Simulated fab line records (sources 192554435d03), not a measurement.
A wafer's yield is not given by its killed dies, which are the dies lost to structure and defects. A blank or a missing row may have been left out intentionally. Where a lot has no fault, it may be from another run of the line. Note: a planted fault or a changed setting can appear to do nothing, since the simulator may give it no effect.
Matching of chambers :: flow n5 finfet :: N5_BEOL_M13_DEP_53 on pecvd-01 has 3 sister chambers
The step deposits SiCN from 3MS/NH3, target thk 50 nm, time 17.8 s. 33 wafers are shown with their chamber, then 12 later ones without.

EACH WAFER AND ITS CHAMBER
wafer: L074.1
chamber: 0
throttle valve pct (%): 19.1
showerhead plenum p Torr (Torr): 4.129

wafer: L074.2
chamber: 2
throttle valve pct (%): 17.3
showerhead plenum p Torr (Torr): 4.159

wafer: L074.3
chamber: 1
throttle valve pct (%): 16.7
showerhead plenum p Torr (Torr): 4.190

wafer: L074.4
chamber: 1
throttle valve pct (%): 16.9
showerhead plenum p Torr (Torr): 4.193

wafer: L074.5
chamber: 0
throttle valve pct (%): 19.3
showerhead plenum p Torr (Torr): 4.135

wafer: L074.6
chamber: 2
throttle valve pct (%): 17.2
showerhead plenum p Torr (Torr): 4.160

wafer: L077.2
chamber: 0
throttle valve pct (%): 19.4
showerhead plenum p Torr (Torr): 4.137

wafer: L077.3
chamber: 2
throttle valve pct (%): 17.4
showerhead plenum p Torr (Torr): 4.168

wafer: L077.5
chamber: 2
throttle valve pct (%): 17.6
showerhead plenum p Torr (Torr): 4.166

wafer: L078.2
chamber: 1
throttle valve pct (%): 16.8
showerhead plenum p Torr (Torr): 4.191

wafer: L078.4
chamber: 2
throttle valve pct (%): 17.3
showerhead plenum p Torr (Torr): 4.171

wafer: L078.5
chamber: 0
throttle valve pct (%): 19.3
showerhead plenum p Torr (Torr): 4.138

wafer: L082.1
chamber: 0
throttle valve pct (%): 19.1
showerhead plenum p Torr (Torr): 4.144

wafer: L082.2
chamber: 2
throttle valve pct (%): 17.6
showerhead plenum p Torr (Torr): 4.173

wafer: L082.3
chamber: 1
throttle valve pct (%): 17.0
showerhead plenum p Torr (Torr): 4.189

wafer: L082.4
chamber: 2
throttle valve pct (%): 17.4
showerhead plenum p Torr (Torr): 4.167

wafer: L082.5
chamber: 0
throttle valve pct (%): 19.1
showerhead plenum p Torr (Torr): 4.137

wafer: L082.6
chamber: 1
throttle valve pct (%): 16.9
showerhead plenum p Torr (Torr): 4.179

wafer: L079.1
chamber: 0
throttle valve pct (%): 19.3
showerhead plenum p Torr (Torr): 4.142

wafer: L079.2
chamber: 1
throttle valve pct (%): 16.8
showerhead plenum p Torr (Torr): 4.176

wafer: L079.3
chamber: 2
throttle valve pct (%): 17.5
showerhead plenum p Torr (Torr): 4.170

wafer: L079.4
chamber: 0
throttle valve pct (%): 19.5
showerhead plenum p Torr (Torr): 4.130

wafer: L079.5
chamber: 2
throttle valve pct (%): 17.3
showerhead plenum p Torr (Torr): 4.159

wafer: L079.6
chamber: 1
throttle valve pct (%): 17.0
showerhead plenum p Torr (Torr): 4.179

wafer: L081.3
chamber: 0
throttle valve pct (%): 19.3
showerhead plenum p Torr (Torr): 4.142

wafer: L081.5
chamber: 0
throttle valve pct (%): 19.3
showerhead plenum p Torr (Torr): 4.148

wafer: L081.6
chamber: 2
throttle valve pct (%): 17.4
showerhead plenum p Torr (Torr): 4.162

wafer: L084.1
chamber: 1
throttle valve pct (%): 16.7
showerhead plenum p Torr (Torr): 4.183

wafer: L084.4
chamber: 1
throttle valve pct (%): 16.7
showerhead plenum p Torr (Torr): 4.181

wafer: L084.5
chamber: 0
throttle valve pct (%): 19.0
showerhead plenum p Torr (Torr): 4.148

wafer: L090.1
chamber: 0
throttle valve pct (%): 19.1
showerhead plenum p Torr (Torr): 4.154

wafer: L090.2
chamber: 1
throttle valve pct (%): 16.7
showerhead plenum p Torr (Torr): 4.173

wafer: L090.3
chamber: 2
throttle valve pct (%): 17.4
showerhead plenum p Torr (Torr): 4.152

SIGNATURES, as means of the wafers listed above
reading: throttle valve pct
chamber 0: 19.233
chamber 1: 16.820
chamber 2: 17.400
scatter within a chamber: 0.134

reading: showerhead plenum p Torr
chamber 0: 4.14033
chamber 1: 4.18340
chamber 2: 4.16427
scatter within a chamber: 0.00696
Rule: a wafer lies at a distance from a chamber equal to the root of the sum of squares, over the readings, of (its reading less the chamber's mean, divided by the reading's scatter). If the next closest chamber is less than 2 further off than the closest, the wafer can't be placed; otherwise it belongs to the closest. The scatter: take each reading less its chamber's mean, square it, sum over the shown wafers, divide by the number of wafers less the number of chambers, and take the root.

WAFERS WITH NO CHAMBER GIVEN
wafer: L090.4
throttle valve pct (%): 16.8
showerhead plenum p Torr (Torr): 4.181

wafer: L090.5
throttle valve pct (%): 17.4
showerhead plenum p Torr (Torr): 4.165

wafer: L090.6
throttle valve pct (%): 19.3
showerhead plenum p Torr (Torr): 4.130

wafer: L089.1
throttle valve pct (%): 19.5
showerhead plenum p Torr (Torr): 4.144

wafer: L089.2
throttle valve pct (%): 17.2
showerhead plenum p Torr (Torr): 4.158

wafer: L089.4
throttle valve pct (%): 17.2
showerhead plenum p Torr (Torr): 4.183

wafer: L087.1
throttle valve pct (%): 16.7
showerhead plenum p Torr (Torr): 4.183

wafer: L087.2
throttle valve pct (%): 19.3
showerhead plenum p Torr (Torr): 4.125

wafer: L087.6
throttle valve pct (%): 19.2
showerhead plenum p Torr (Torr): 4.139

wafer: L095.1
throttle valve pct (%): 19.2
showerhead plenum p Torr (Torr): 4.134

wafer: L095.2
throttle valve pct (%): 17.6
showerhead plenum p Torr (Torr): 4.157

wafer: L095.6
throttle valve pct (%): 17.6
showerhead plenum p Torr (Torr): 4.161

WHICH CHAMBER EACH WENT THROUGH
wafer: L090.4
from the rows above: 1
in truth: 1

wafer: L090.5
from the rows above: 2
in truth: 2

wafer: L090.6
from the rows above: 0
in truth: 0

wafer: L089.1
from the rows above: 0
in truth: 0

wafer: L089.2
from the rows above: 2
in truth: 2

wafer: L089.4
from the rows above: can't be placed: 1 or 2
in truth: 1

wafer: L087.1
from the rows above: 1
in truth: 1

wafer: L087.2
from the rows above: 0
in truth: 0

wafer: L087.6
from the rows above: 0
in truth: 0

wafer: L095.1
from the rows above: 0
in truth: 0

wafer: L095.2
from the rows above: 2
in truth: 2

wafer: L095.6
from the rows above: 2
in truth: 2
11 of 12 placed correctly. From these rows, 1 cannot be placed; in 1 the true chamber is one of the candidates. Placed wrongly: 0.
